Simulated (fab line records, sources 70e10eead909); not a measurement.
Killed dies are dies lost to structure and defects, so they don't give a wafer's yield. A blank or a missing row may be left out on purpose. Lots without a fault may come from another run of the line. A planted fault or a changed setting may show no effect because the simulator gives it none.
fab line records | flow nand_harc
record lots=5 wafers=15 last_day=34
route steps=1302 shown THIN_TSV@1266 END@1301
lots that met no fault: from a run of the same line without faults
start_h: hours from the record's first day to the start of the lot's first wafer shown | wait_h: hours since the lot's step before | " the same as in the row above | L1.1+2: a row that stands for several wafers | - no value, or no start given | * or withheld: withheld | < > ~ a bound
route shown NAME@n: a module of which the file shows steps, and the number in the route of the first | usual: mean/standard deviation of fault-free wafers | same: alike in all rows | chamber/n: place in a boat | sites: the reading at each site | _std_site: their standard deviation | _edge_site: outer sites' mean less inner sites' | radius_mm: how far each site lies from the wafer's centre | mask NAME#n: copy n | behind: the tool/chamber that last shaped the wafer | hold: why the lot was held/for how many hours/how that ended | device: the transistor (n, p or np) that didn't switch | end of line: the same wafers' tests at the end of the route | a step without rows: its recipe alone | killed: dies lost to structure and defects at the first sort, not the wafer's yield | map: a wafer's dies, x killed, . not, _ none there
set.NAME: the setting as run; set.NAME@STEP: as run at that earlier step | model.NAME: the simulator's own value behind a step, which no gauge read
lots at some steps of the route; a table a step, a row a wafer
services: from which hour (start_h, from the record's first day; less than 0 if before it) a tool's chamber was out of use, for how many hours, and why
## steps
# step NHARC_THIN_TSV_STRIP_46
# recipe time_s=1200 temp_c=72.5 chemistry=post_etch_residue_remover
# usual temp_c=72.50/0.11
# columns lot.wafer tool chamber start_h wait_h temp_c
L074.5 wet_bench-10 0 569.29 0.1 72.43
L074.2 " 1 " " 72.46
L074.1 " 2 " " 72.60
L076.3 wet_bench-10 4 572.00 0.2 72.52
L076.2 " 5 " " 72.38
L076.5 " 6 " " 72.55
L086.3 wet_bench-10 1 678.37 0.2 72.51
L086.1 " 3 " " 72.42
L086.5 " 5 " " 72.48
L090.6 wet_bench-10 1 729.08 0.1 72.45
L090.5 " 3 " " 72.53
L090.1 " 4 " " 72.73
L096.4 wet_bench-08 5 790.55 0.2 72.64
L096.1 " 7 " " 72.65
L096.3 " 0 " " 72.39
# step NHARC_THIN_TSV_DEP_47
# recipe target_thk_a=2000 temp_c=withheld pressure_torr=6.5 rf_w=900 teos_flow_sccm=161.4 flow_sccm=2650 target_thk_nm=200 gas=O2 material=SiO2
# usual rf_fwd_power_W=898.4/2.6 throttle_valve_pct=15.9/0.32
# columns lot.wafer tool chamber start_h wait_h rf_fwd_power_W throttle_valve_pct
L074.2 pecvd-03 2 569.92 - 895.8 15.7
L074.1 " 0 " " 903.2 15.5
L074.5 " 2 " " 893.0 15.4
L076.3 pecvd-03 0 572.46 - 897.3 15.8
L076.2 " 1 " " 897.8 15.3
L076.5 " 1 " " 897.8 15.3
L086.1 pecvd-03 1 678.88 - 903.5 15.5
L086.3 " 2 " " 897.2 15.8
L086.5 " 1 " " 901.2 15.5
L090.1 pecvd-02 1 729.63 - 898.5 16.8
L090.6 " 2 " " 898.8 15.7
L090.5 " 0 " " 895.1 16.3
L096.1 pecvd-03 1 791.05 - 899.8 15.7
L096.3 " 2 " " 901.9 16.1
L096.4 " 2 " " 895.3 16.2
# step NHARC_THIN_TSV_ETCHBACK_48
# recipe target_depth_a=10285 over_etch_frac=0.3 time_s=405.17 ion_energy_ev=250 c4f8_flow_sccm=withheld ar_flow_sccm=withheld rf_w=600 bias_w=300 chemistry=C4F8/Ar
# usual oes_product_au=0.95/0.036 rf_fwd_power_W=599.2/1.8 rf_vpp_V=546.6/2.8
# columns lot.wafer tool chamber start_h wait_h oes_product_au rf_fwd_power_W rf_hours_counter_h rf_vpp_V
L074.1 rie_diel-08 3 570.31 - 0.98 598.1 1.0 546.1
L074.2 " 1 " " 0.97 598.4 0.7 545.6
L074.5 " 2 " " 0.98 600.5 - 547.9
L076.3 rie_diel-08 1 572.87 - 1.00 602.3 0.8 544.7
L076.2 " 3 " " 0.99 604.5 1.3 549.0
L076.5 " 3 " " 0.99 603.7 - 546.7
L086.1 rie_diel-08 2 679.32 - 0.92 596.2 6.6 548.6
L086.3 " 3 " " 0.92 600.3 6.2 547.4
L086.5 " 1 " " 0.93 598.9 - 546.1
L090.1 rie_diel-05 3 730.05 - 0.93 598.0 8.6 551.6
L090.6 " 0 " " 0.93 595.8 - 542.6
L090.5 " 1 " " 0.92 596.9 - 542.4
L096.1 rie_diel-05 0 791.40 - 1.01 599.2 1.5 542.2
L096.3 " 2 " " 1.00 598.7 1.3 542.4
L096.4 " 0 " " 1.01 597.8 - 542.7
# step NHARC_THIN_TSV_STRIP_62
# recipe power_w=1500 temp_c=250 time_s=20 chemistry=N2/H2
# usual drypump_motor_current_A=6.1/0.46 heater_power_w=323/25 temp_c=250.00/0.18
# columns lot.wafer tool chamber start_h wait_h drypump_motor_current_A heater_power_w rf_hours_counter_h temp_c
L074.1 plasma_asher-02 0 570.63 - 6.6 349 28 250.11
L074.2 " 1 " " 5.7 293 28 250.29
L074.5 " 1 " " 5.7 303 - 250.18
L076.2 plasma_asher-01 1 573.28 - 6.5 321 9 249.68
L076.3 " 0 " " 5.5 313 - 249.79
L076.5 " 1 " " 6.5 332 - 249.80
L086.1 plasma_asher-02 1 679.66 - 5.7 310 13 250.34
L086.3 " 0 " " 6.6 361 - 249.78
L086.5 " 0 " " 6.6 359 - 249.87
L090.1 plasma_asher-01 0 730.32 - 5.5 299 3 250.35
L090.5 " 1 " " 6.5 301 - 250.00
L090.6 " 0 " " 5.5 293 - 250.06
L096.1 plasma_asher-02 0 791.86 - 6.6 346 2 249.87
L096.3 " 1 " " 5.7 294 - 249.92
L096.4 " 0 " " 6.6 347 - 250.01
# step NHARC_THIN_TSV_DEGAS_49
# recipe temp_c=300 time_s=120
# usual heater_power_w=474/48
# columns lot.wafer tool chamber start_h wait_h heater_power_w
L074.2 pvd_sputter-02 - 570.82 0.1 553
L074.1 " - " " 419
L074.5 " - " " 470
L076.2 pvd_sputter-03 - 573.43 0.1 509
L076.3 " - " " 359
L076.5 " - " " 361
L086.3 pvd_sputter-02 - 679.81 0.1 514
L086.1 " - " " 558
L086.5 " - " " 467
L090.1 pvd_sputter-02 - 730.47 0.1 437
L090.6 " - " " 449
L090.5 " - " " 517
L096.3 pvd_sputter-01 - 792.00 0.1 442
L096.4 " - " " 409
L096.1 " - " " 478
# step NHARC_THIN_TSV_PRE_CLEAN_50
# recipe time_s=30 temp_c=280 gas=H2/He
# usual heater_power_w=416/43
# columns lot.wafer tool chamber start_h wait_h heater_power_w
L074.2 pvd_sputter-02 - - - 417
L074.1 " - " " 485
L074.5 " - " " 407
L076.2 pvd_sputter-03 - - - 433
L076.3 " - " " 314
L076.5 " - " " 440
L086.1 pvd_sputter-02 - - - 414
L086.3 " - " " 470
L086.5 " - " " 481
L090.1 pvd_sputter-02 - - - 380
L090.5 " - " " 420
L090.6 " - " " 469
L096.3 pvd_sputter-01 - - - 390
L096.1 " - " " 348
L096.4 " - " " 425
# step NHARC_THIN_TSV_PVD_19
# recipe target_thk_a=200 chamber_pressure_pa=5 material=TaN
# usual throttle_valve_pct=30.3/1.1
# columns lot.wafer tool chamber start_h wait_h throttle_valve_pct
L074.2 pvd_sputter-02 - - - 30.2
L074.1 " - " " 30.3
L074.5 " - " " 30.5
L076.2 pvd_sputter-03 - - - 31.9
L076.3 " - " " 30.8
L076.5 " - " " 31.5
L086.3 pvd_sputter-02 - - - 29.1
L086.1 " - " " 30.7
L086.5 " - " " 29.1
L090.1 pvd_sputter-02 - - - 30.0
L090.5 " - " " 29.2
L090.6 " - " " 31.8
L096.3 pvd_sputter-01 - - - 29.0
L096.4 " - " " 30.8
L096.1 " - " " 30.7
# step NHARC_THIN_TSV_PVD_51
# recipe target_thk_a=1000 chamber_pressure_pa=5 material=Cu
# usual throttle_valve_pct=30.3/1.1
# columns lot.wafer tool chamber start_h wait_h throttle_valve_pct
L074.1 pvd_sputter-02 - - - 31.6
L074.2 " - " " 30.3
L074.5 " - " " 30.8
L076.2 pvd_sputter-03 - - - 31.0
L076.3 " - " " 28.2
L076.5 " - " " 31.1
L086.3 pvd_sputter-02 - - - 29.8
L086.1 " - " " 31.7
L086.5 " - " " 29.5
L090.1 pvd_sputter-02 - - - 30.6
L090.6 " - " " 30.9
L090.5 " - " " 29.7
L096.1 pvd_sputter-01 - - - 29.1
L096.3 " - " " 31.1
L096.4 " - " " 29.8
# step NHARC_THIN_TSV_ECD_20
# recipe target_thk_a=20000 material=Cu
# columns lot.wafer tool chamber start_h wait_h
L074.2+1+5 ecd_cu-02 0,1,1 571.26 -
L076.2+3+5 ecd_cu-02 0,1,1 573.98 -
L086.1+3+5 ecd_cu-01 1,0,0 680.27 -
L090.1+6+5 ecd_cu-02 0,0,1 730.94 -
L096.1+3+4 ecd_cu-01 1,1,0 792.46 -
# step NHARC_THIN_TSV_ANNEAL_52
# recipe temp_c=225 time_s=90
# usual wafer_temp_C_max=225.79/0.2
# columns lot.wafer tool chamber start_h wait_h wafer_temp_C_max
L074.1 rtp_anneal-02 0 571.98 0.5 225.78
L074.2 " 0 " " 225.96
L074.5 " 0 " " 226.16
L076.2 rtp_anneal-02 0 574.67 0.6 225.73
L076.3 " 0 " " 225.81
L076.5 " 0 " " 225.93
L086.1 rtp_anneal-02 0 680.99 0.6 225.58
L086.3 " 0 " " 225.52
L086.5 " 0 " " 225.73
L090.1 rtp_anneal-01 0 731.67 0.6 225.91
L090.5 " 0 " " 225.45
L090.6 " 0 " " 225.88
L096.1 rtp_anneal-01 0 793.19 0.6 226.11
L096.3 " 0 " " 225.69
L096.4 " 0 " " 225.56
# step NHARC_THIN_TSV_CMP_21
# recipe t_overpolish_s=30 target_thk_nm=2000
# usual motor_current_A=12.5/1.1 overpolish_run_s=30.000/0.0098 pad_life_wafers=170/110
# columns lot.wafer tool chamber start_h wait_h motor_current_A overpolish_run_s pad_life_wafers
L074.2 cmp-01 1 572.35 - 12.5 30.005 355
L074.1 " 3 " " 13.2 29.989 357
L074.5 " 0 " " 12.6 29.994 -
L076.3 cmp-01 2 574.96 - 10.3 29.995 366
L076.2 " 3 " " 12.9 29.998 367
L076.5 " 2 " " 10.3 30.007 -
L086.1 cmp-01 3 681.36 - 12.9 30.000 7
L086.3 " 1 " " 12.1 29.993 9
L086.5 " 2 " " 10.9 29.991 -
L090.1 cmp-02 1 732.03 - 11.6 29.999 19
L090.5 " 0 " " 11.8 30.016 -
L090.6 " 1 " " 11.8 30.005 -
L096.4 cmp-03 3 793.54 - 14.8 30.002 108
L096.1 " 0 " " 12.2 29.996 109
L096.3 " 1 " " 13.2 30.016 110
# step NHARC_THIN_TSV_SRD_23
# columns lot.wafer tool chamber start_h wait_h
L074.2+5+1 wet_bench-08 1,2,3 572.68 0.0
L076.3+2+5 wet_bench-10 4,5,6 575.34 0.1
L086.3+1+5 wet_bench-10 7,0,2 681.70 0.0
L090.1+5+6 wet_bench-10 2,4,5 732.37 0.0
L096.3+4+1 wet_bench-10 3,6,7 793.90 0.0
# step NHARC_THIN_TSV_DEGAS_53
# recipe temp_c=300 time_s=60
# usual heater_power_w=462/43
# columns lot.wafer tool chamber start_h wait_h heater_power_w
L074.2 pvd_sputter-02 - 572.79 0.1 571
L074.1 " - " " 432
L074.5 " - " " 481
L076.3 pvd_sputter-03 - 575.43 0.1 486
L076.2 " - " " 492
L076.5 " - " " 442
L086.3 pvd_sputter-03 - 681.81 0.1 483
L086.1 " - " " 362
L086.5 " - " " 490
L090.1 pvd_sputter-01 - 732.50 0.1 420
L090.6 " - " " 462
L090.5 " - " " 479
L096.1 pvd_sputter-02 - 793.99 0.1 511
L096.3 " - " " 481
L096.4 " - " " 432
# step NHARC_THIN_TSV_PRE_CLEAN_54
# recipe time_s=30 temp_c=280 gas=H2/He
# usual heater_power_w=404/39
# columns lot.wafer tool chamber start_h wait_h heater_power_w
L074.1 pvd_sputter-02 - 572.85 0.0 479
L074.2 " - " " 410
L074.5 " - " " 372
L076.2 pvd_sputter-03 - 575.50 0.0 435
L076.3 " - " " 441
L076.5 " - " " 426
L086.1 pvd_sputter-03 - 681.90 0.1 425
L086.3 " - " " 430
L086.5 " - " " 386
L090.1 pvd_sputter-01 - 732.54 0.0 425
L090.6 " - " " 408
L090.5 " - " " 418
L096.4 pvd_sputter-02 - 794.07 0.0 412
L096.3 " - " " 491
L096.1 " - " " 382
# step NHARC_THIN_TSV_PVD_55
# recipe target_thk_a=500 material=TiN
# columns lot.wafer tool chamber start_h wait_h
L074.2+1+5 pvd_sputter-02 - 572.94 0.1
L076.2+3+5 pvd_sputter-03 - 575.57 0.1
L086.1+3+5 pvd_sputter-03 - 681.96 0.1
L090.1+6+5 pvd_sputter-01 - 732.66 0.1
L096.4+3+1 pvd_sputter-02 - 794.14 0.1
# step NHARC_THIN_TSV_PVD_24
# recipe target_thk_a=8000 power_w=withheld chamber_pressure_pa=withheld substrate_temp_c=withheld time_s=withheld gas=Ar material=Al
# columns lot.wafer tool chamber start_h wait_h
L074.2+1+5 pvd_sputter-02 - 573.18 0.2
L076.3+2+5 pvd_sputter-03 - 575.72 0.1
L086.3+1+5 pvd_sputter-03 - 682.17 0.2
L090.1+6+5 pvd_sputter-01 - 732.93 0.3
L096.3+1+4 pvd_sputter-02 - 794.35 0.2
# step NHARC_THIN_TSV_DEHYDRATE_25
# recipe temp_c=150 time_s=120
# columns lot.wafer tool chamber start_h wait_h
L074.1+2+5 litho_track-07 0 573.48 -
L076.2+3+5 litho_track-05 0 576.14 -
L086.1+3+5 litho_track-07 0 682.53 -
L090.1+5+6 litho_track-07 0 733.18 -
L096.1+3+4 litho_track-07 0 794.71 -
# step NHARC_THIN_TSV_HMDS_26
# recipe time_s=30
# columns lot.wafer tool chamber start_h wait_h
L074.1+2+5 litho_track-07 0 - -
L076.2+3+5 litho_track-05 0 - -
L086.1+3+5 litho_track-07 0 - -
L090.1+5+6 litho_track-07 0 - -
L096.1+3+4 litho_track-07 0 - -
# step NHARC_THIN_TSV_COAT_27
# recipe spin_rpm=*
# columns lot.wafer tool chamber start_h wait_h
L074.1+2+5 litho_track-07 0 - -
L076.2+3+5 litho_track-05 0 - -
L086.1+3+5 litho_track-07 0 - -
L090.1+5+6 litho_track-07 0 - -
L096.1+3+4 litho_track-07 0 - -
# step NHARC_THIN_TSV_SOFTBAKE_28
# recipe temp_c=122 time_s=95
# columns lot.wafer tool chamber start_h wait_h
L074.1+2+5 litho_track-07 0 - -
L076.2+3+5 litho_track-05 0 - -
L086.1+3+5 litho_track-07 0 - -
L090.1+5+6 litho_track-07 0 - -
L096.1+3+4 litho_track-07 0 - -
# step NHARC_THIN_TSV_EBR_29
# columns lot.wafer tool chamber start_h wait_h
L074.1+2+5 litho_track-07 0 - -
L076.2+3+5 litho_track-05 0 - -
L086.1+3+5 litho_track-07 0 - -
L090.1+5+6 litho_track-07 0 - -
L096.1+3+4 litho_track-07 0 - -
# step NHARC_THIN_TSV_EXPOSE_30
# recipe na=0.55 dose_mj=11.47 mask_id=PAD
# columns lot.wafer tool chamber start_h wait_h mask
L074.1+2+5 krf_scanner-03 0 573.63 - PAD#0
L076.2+3+5 krf_scanner-03 0 576.42 - PAD#0
L086.1+3+5 krf_scanner-04 0 682.81 - PAD#0
L090.1+5+6 krf_scanner-01 0 733.45 - PAD#0
L096.1+3+4 krf_scanner-03 0 794.98 - PAD#0
# step NHARC_THIN_TSV_PEB_31
# recipe peb_temp_c=118 peb_time_s=85
# columns lot.wafer tool chamber start_h wait_h
L074.1+2+5 litho_track-02 0 573.69 0.1
L076.2+3+5 litho_track-02 0 576.48 0.1
L086.1+3+5 litho_track-02 0 682.87 0.1
L090.1+5+6 litho_track-02 0 733.51 0.1
L096.1+3+4 litho_track-07 0 795.04 0.1
# step NHARC_THIN_TSV_DEVELOP_32
# recipe time_s=70
# columns lot.wafer tool chamber start_h wait_h
L074.1+2+5 litho_track-02 0 - -
L076.2+3+5 litho_track-02 0 - -
L086.1+3+5 litho_track-02 0 - -
L090.1+5+6 litho_track-02 0 - -
L096.1+3+4 litho_track-07 0 - -
# step NHARC_THIN_TSV_CD_MEAS_33
# recipe target_cd_nm=5000 landing_energy_ev=500
# usual cd_nm=5000.1/1.7
# columns lot.wafer tool chamber start_h wait_h cd_nm
L074.1 cd_sem-03 0 573.78 - 5003.6
L074.2 " 0 " " 5001.1
L074.5 " 0 " " 5001.4
L076.2 cd_sem-01 0 576.57 - 5000.0
L076.3 " 0 " " 5000.1
L076.5 " 0 " " 4999.6
L086.1 cd_sem-02 0 682.96 - 5001.5
L086.3 " 0 " " 5001.2
L086.5 " 0 " " 5001.5
L090.1 cd_sem-02 0 733.60 - 5001.5
L090.5 " 0 " " 5001.3
L090.6 " 0 " " 5002.1
L096.1 cd_sem-03 0 795.13 - 4994.9
L096.3 " 0 " " 4997.2
L096.4 " 0 " " 4994.5
# step NHARC_THIN_TSV_HARDBAKE_34
# recipe temp_c=125 time_s=80
# columns lot.wafer tool chamber start_h wait_h
L074.1+2+5 litho_track-07 0 573.86 -
L076.2+3+5 litho_track-07 0 576.65 -
L086.1+3+5 litho_track-07 0 683.04 -
L090.1+5+6 litho_track-02 0 733.68 -
L096.1+3+4 litho_track-07 0 795.21 -
# step NHARC_THIN_TSV_DESCUM_35
# recipe time_s=3 o2_flow_sccm=200 ar_flow_sccm=0 bias_power_w=0 chemistry=O2
# usual drypump_motor_current_A=5.87/0.23 oes_product_au=0.998/0.0069 rf_vpp_V=57.7/0.94 showerhead_plenum_p_Torr=1.89/0.085 throttle_valve_pct=11.312/0.0086
# columns lot.wafer tool chamber start_h wait_h drypump_motor_current_A oes_product_au rf_hours_counter_h rf_vpp_V showerhead_plenum_p_Torr throttle_valve_pct
L074.1 rie_diel-05 2 573.94 - 5.91 0.997 9 56.5 1.79 11.301
L074.2 " 1 " " 5.88 1.007 8 57.0 1.82 11.323
L074.5 " 2 " " 5.95 1.000 - 58.7 1.79 11.301
L076.2 rie_diel-08 3 576.74 - 5.56 0.992 2 56.7 1.93 11.296
L076.3 " 0 " " 6.38 1.002 1 57.8 1.98 11.312
L076.5 " 3 " " 5.55 0.999 - 57.0 1.93 11.310
L086.3 rie_diel-11 0 683.12 - 5.88 0.997 5 60.0 1.92 11.308
L086.1 " 2 " " 5.85 0.995 4 55.0 1.83 11.313
L086.5 " 0 " " 5.88 0.984 - 58.0 1.92 11.306
L090.1 rie_diel-11 2 733.77 - 5.83 1.000 7 56.2 1.83 11.311
L090.6 " 0 " " 5.88 1.006 - 58.3 1.92 11.306
L090.5 " 1 " " 5.98 1.006 - 57.6 1.90 11.323
L096.1 rie_diel-08 3 795.30 - 5.56 0.989 4 58.5 1.93 11.313
L096.4 " 1 " " 6.26 0.995 4 58.2 1.88 11.305
L096.3 " 2 " " 5.78 0.984 4 58.7 1.93 11.312
# step NHARC_THIN_TSV_ETCH_59
# recipe target_depth_a=8800 icp_w=900 bias_w=100 Cl2_flow_sccm=60 bcl3_flow_sccm=30 time_s=138.1 chemistry=Cl2/BCl3
# usual drypump_motor_current_A=6.07/0.27 oes_product_au=0.999/0.0073 rf_fwd_power_W=896/3.6 throttle_valve_pct=22.265/0.0092
# columns lot.wafer tool chamber start_h wait_h drypump_motor_current_A oes_product_au rf_fwd_power_W rf_hours_counter_h throttle_valve_pct
L074.1 rie_metal-03 1 574.10 0.1 6.29 1.011 898 0.7 22.258
L074.2 " 0 " " 5.52 1.007 897 0.7 22.258
L074.5 " 1 " " 6.30 0.999 898 - 22.261
L076.2 rie_metal-02 1 576.85 0.1 5.81 0.997 898 1.9 22.247
L076.3 " 1 " " 5.77 0.997 900 - 22.279
L076.5 " 0 " " 6.42 0.981 902 - 22.278
L086.1 rie_metal-01 0 683.29 0.1 6.16 0.997 891 1.7 22.254
L086.3 " 0 " " 6.18 0.994 889 - 22.269
L086.5 " 1 " " 5.98 1.004 897 - 22.250
L090.1 rie_metal-02 1 733.93 0.1 5.82 1.011 897 1.6 22.260
L090.5 " 1 " " 5.81 1.011 898 - 22.259
L090.6 " 0 " " 6.40 0.990 900 - 22.264
L096.1 rie_metal-02 1 795.46 0.2 5.79 1.001 901 2.7 22.265
L096.4 " 0 " " 6.40 0.989 901 - 22.275
L096.3 " 1 " " 5.80 1.003 904 - 22.274
# step NHARC_THIN_TSV_ETCH_36
# recipe target_depth_a=650 over_etch_frac=0.3 time_s=18.571 ion_energy_ev=150 chemistry=Cl2/BCl3
# usual drypump_motor_current_A=6.07/0.27 oes_product_au=1.000/0.0083
# columns lot.wafer tool chamber start_h wait_h drypump_motor_current_A oes_product_au rf_hours_counter_h
L074.1 rie_metal-03 1 574.36 0.2 6.30 1.000 0.8
L074.2 " 0 " " 5.51 0.994 0.8
L074.5 " 1 " " 6.30 0.995 -
L076.2 rie_metal-02 0 577.12 0.2 6.43 0.984 2.0
L076.3 " 0 " " 6.40 0.977 -
L076.5 " 1 " " 5.79 0.993 -
L086.1 rie_metal-01 0 683.51 0.2 6.18 0.997 1.9
L086.3 " 0 " " 6.16 1.009 -
L086.5 " 1 " " 5.98 1.004 -
L090.1 rie_metal-02 0 734.20 0.2 6.41 1.002 1.7
L090.6 " 1 " " 5.79 1.014 -
L090.5 " 0 " " 6.41 0.998 -
L096.1 rie_metal-02 0 795.69 0.2 6.43 0.975 2.8
L096.3 " 1 " " 5.83 0.998 -
L096.4 " 0 " " 6.40 0.985 -
# step NHARC_THIN_TSV_STRIP_56
# recipe power_w=1500 temp_c=250 chemistry=O2
# usual drypump_motor_current_A=6.1/0.47 heater_power_w=323/24 temp_c=250.00/0.18
# columns lot.wafer tool chamber start_h wait_h drypump_motor_current_A heater_power_w rf_hours_counter_h temp_c
L074.2 plasma_asher-02 0 574.46 0.1 6.6 352 29 249.83
L074.1 " 1 " " 5.7 297 29 250.04
L074.5 " 0 " " 6.6 361 - 249.99
L076.2 plasma_asher-01 1 577.21 0.1 6.4 337 9 250.03
L076.3 " 1 " " 6.5 336 - 250.08
L076.5 " 0 " " 5.5 309 - 250.51
L086.1 plasma_asher-01 0 683.61 0.1 5.5 306 33 250.09
L086.3 " 0 " " 5.5 307 - 249.78
L086.5 " 1 " " 6.5 326 - 249.99
L090.1 plasma_asher-01 1 734.30 0.1 6.4 303 4 249.53
L090.6 " 1 " " 6.4 303 - 250.04
L090.5 " 0 " " 5.5 302 - 249.94
L096.1 plasma_asher-02 0 796.03 0.3 6.6 339 4 250.08
L096.4 " 0 " " 6.6 343 - 249.91
L096.3 " 1 " " 5.7 285 - 249.72
# step NHARC_THIN_TSV_STRIP_57
# recipe time_s=1200 temp_c=72.5 chemistry=post_etch_residue_remover
# usual temp_c=72.51/0.12
# columns lot.wafer tool chamber start_h wait_h temp_c
L074.2 wet_bench-10 1 574.81 0.3 72.62
L074.1 " 3 " " 72.34
L074.5 " 4 " " 72.60
L076.2 wet_bench-08 6 577.55 0.3 72.70
L076.3 " 1 " " 72.58
L076.5 " 2 " " 72.70
L086.3 wet_bench-10 4 683.96 0.2 72.65
L086.5 " 5 " " 72.60
L086.1 " 0 " " 72.73
L090.6 wet_bench-08 3 734.66 0.1 72.60
L090.5 " 4 " " 72.54
L090.1 " 6 " " 72.75
L096.4 wet_bench-10 3 796.38 0.2 72.44
L096.3 " 4 " " 72.71
L096.1 " 7 " " 72.51
# step NHARC_THIN_TSV_CD_MEAS_37
# usual cd_nm=5000.6/2.5
# columns lot.wafer tool chamber start_h wait_h cd_nm
L074.1 cd_sem-02 - 575.25 - 5004.6
L074.2 " - " " 5002.7
L074.5 " - " " 5005.3
L076.2 cd_sem-02 - 578.01 - 5001.8
L076.3 " - " " 5002.4
L076.5 " - " " 5000.7
L086.1 cd_sem-02 - 684.46 - 5002.0
L086.3 " - " " 5000.2
L086.5 " - " " 5001.8
L090.1 cd_sem-03 - 735.12 - 5002.4
L090.5 " - " " 5001.3
L090.6 " - " " 5003.1
L096.1 cd_sem-02 - 796.82 - 4995.0
L096.3 " - " " 4998.1
L096.4 " - " " 4995.3
# step NHARC_THIN_TSV_ANNEAL_58
# recipe temp_c=400 time_s=1800
# columns lot.wafer tool chamber start_h wait_h
L074.1+2+5 furnace-03 0 578.32 3.1
L076.2+3+5 furnace-03 0 578.32 0.3
L086.1+3+5 furnace-06 0 687.06 2.6
L090.1+5+6 furnace-03 0 738.21 3.1
L096.1+3+4 furnace-01 0 800.48 3.7
# step NHARC_THIN_TSV_INSPECT_40
# usual raw_defect_count=544/90
# columns lot.wafer tool chamber start_h wait_h raw_defect_count
L074.1 defect_inspect-02 - 579.76 0.4 475
L074.2 " - " " 531
L074.5 " - " " 445
L076.2 defect_inspect-01 - 579.76 0.4 531
L076.3 " - " " 550
L076.5 " - " " 549
L086.1 defect_inspect-01 - 688.49 0.4 442
L086.3 " - " " 637
L086.5 " - " " 498
L090.1 defect_inspect-02 - 739.66 0.4 808
L090.5 " - " " 615
L090.6 " - " " 592
L096.1 defect_inspect-02 - 801.92 0.4 463
L096.3 " - " " 427
L096.4 " - " " 428
# step NHARC_END_WLT_00
# usual VT_DECK1_BOTTOM=0.868/0.0072 VT_DECK1_BOTTOM_INNER=0.868/0.0079 VT_DECK1_MEDIAN_NEAR_BOTTOM=0.869/0.008 VT_DECK1_MEDIAN_NEAR_BOTTOM_INNER=0.868/0.0077 VT_DECK1_MIDDLE=0.881/0.0078 VT_DECK1_MIDDLE_INNER=0.881/0.0077 VT_DECK1_TOP=0.892/0.0079 VT_DECK1_TOP_INNER=0.892/0.0077 VT_DECK2_BOTTOM=0.868/0.0074 VT_DECK2_BOTTOM_INNER=0.868/0.0075 VT_DECK2_MEDIAN_NEAR_BOTTOM=0.869/0.0075 VT_DECK2_MEDIAN_NEAR_BOTTOM_INNER=0.869/0.0076 VT_DECK2_MIDDLE=0.881/0.0069 VT_DECK2_MIDDLE_INNER=0.881/0.0068 VT_DECK2_TOP=0.892/0.0069 VT_DECK2_TOP_INNER=0.893/0.0077
# columns lot.wafer tool chamber start_h wait_h VT_DECK1_BOTTOM VT_DECK1_BOTTOM_INNER VT_DECK1_MEDIAN_NEAR_BOTTOM VT_DECK1_MEDIAN_NEAR_BOTTOM_INNER VT_DECK1_MIDDLE VT_DECK1_MIDDLE_INNER VT_DECK1_TOP VT_DECK1_TOP_INNER VT_DECK2_BOTTOM VT_DECK2_BOTTOM_INNER VT_DECK2_MEDIAN_NEAR_BOTTOM VT_DECK2_MEDIAN_NEAR_BOTTOM_INNER VT_DECK2_MIDDLE VT_DECK2_MIDDLE_INNER VT_DECK2_TOP VT_DECK2_TOP_INNER
L074.1 prober-02 - 579.82 0.1 0.873 0.873 0.873 0.876 0.885 0.888 0.904 0.898 0.866 0.875 0.867 0.878 0.878 0.882 0.896 0.893
L074.2 " - " " 0.874 0.875 0.877 0.872 0.881 0.891 0.898 0.897 0.868 0.866 0.864 0.873 0.871 0.876 0.897 0.896
L074.5 " - 581.82 2.1 0.873 0.876 0.873 0.871 0.876 0.891 0.890 0.897 0.864 0.868 0.869 0.866 0.879 0.887 0.889 0.893
L076.2 prober-01 - 580.31 0.5 0.876 0.872 0.864 0.866 0.873 0.884 0.895 0.902 0.869 0.866 0.876 0.864 0.878 0.884 0.887 0.894
L076.3 " - " " 0.868 0.873 0.872 0.861 0.880 0.885 0.900 0.899 0.862 0.865 0.858 0.873 0.878 0.873 0.886 0.885
L076.5 " - 581.81 2.0 0.871 0.869 0.853 0.861 0.880 0.877 0.894 0.895 0.864 0.864 0.858 0.864 0.879 0.877 0.895 0.887
L086.1 prober-02 - 688.56 0.1 0.871 0.869 0.868 0.865 0.883 0.886 0.896 0.900 0.873 0.872 0.879 0.876 0.892 0.889 0.898 0.898
L086.3 " - " " 0.868 0.871 0.870 0.875 0.887 0.878 0.902 0.900 0.878 0.876 0.873 0.869 0.887 0.883 0.900 0.905
L086.5 " - " " 0.871 0.870 0.874 0.868 0.891 0.895 0.907 0.900 0.879 0.867 0.873 0.873 0.889 0.881 0.899 0.892
L090.1 prober-02 - 739.72 0.1 0.871 0.877 0.870 0.868 0.889 0.880 0.894 0.901 0.872 0.872 0.866 0.870 0.879 0.875 0.889 0.882
L090.5 " - 741.70 2.0 0.871 0.869 0.873 0.869 0.878 0.880 0.886 0.901 0.866 0.870 0.859 0.869 0.872 0.872 0.896 0.890
L090.6 " - " " 0.864 0.867 0.864 0.863 0.879 0.879 0.903 0.901 0.861 0.869 0.865 0.861 0.868 0.884 0.895 0.888
L096.1 prober-02 - 801.98 0.1 0.860 0.864 0.864 0.871 0.877 0.878 0.898 0.889 0.871 0.875 0.866 0.865 0.881 0.879 0.895 0.897
L096.3 " - " " 0.873 0.872 0.872 0.873 0.881 0.887 0.885 0.886 0.862 0.865 0.870 0.863 0.885 0.878 0.893 0.893
L096.4 " - " " 0.863 0.866 0.865 0.871 0.885 0.871 0.892 0.887 0.862 0.867 0.871 0.864 0.882 0.882 0.894 0.896
## services
# columns tool chamber start_h hours kind
pvd_sputter-02 - 550.37 0.5 repair
rie_diel-08 2 572.35 2.8 repair
litho_track-02 - 577.00 7.0 pm
pvd_sputter-02 - 578.12 2.2 repair
pvd_sputter-01 - 582.02 10.0 pm
plasma_asher-02 - 590.16 2.0 repair
litho_track-07 - 601.00 7.0 pm
plasma_asher-02 - 603.56 9.0 pm
rie_metal-02 0 627.65 28.7 repair
rie_diel-08 2 627.86 6.2 repair
rie_metal-02 - 631.00 9.0 pm
litho_track-05 - 649.00 7.0 pm
rie_metal-02 1 653.95 6.6 repair
wet_bench-10 - 663.20 8.0 pm
pvd_sputter-02 - 665.24 10.0 pm
plasma_asher-01 - 696.31 9.0 pm
pvd_sputter-03 - 714.44 10.0 pm
rie_diel-08 - 721.80 9.0 pm
pvd_sputter-03 - 730.38 3.8 repair
litho_track-02 - 752.00 7.0 pm
pvd_sputter-01 - 760.02 10.0 pm
plasma_asher-01 - 760.88 35.5 repair
litho_track-07 - 776.00 7.0 pm
pvd_sputter-01 - 792.41 3.6 repair
## key
fault none
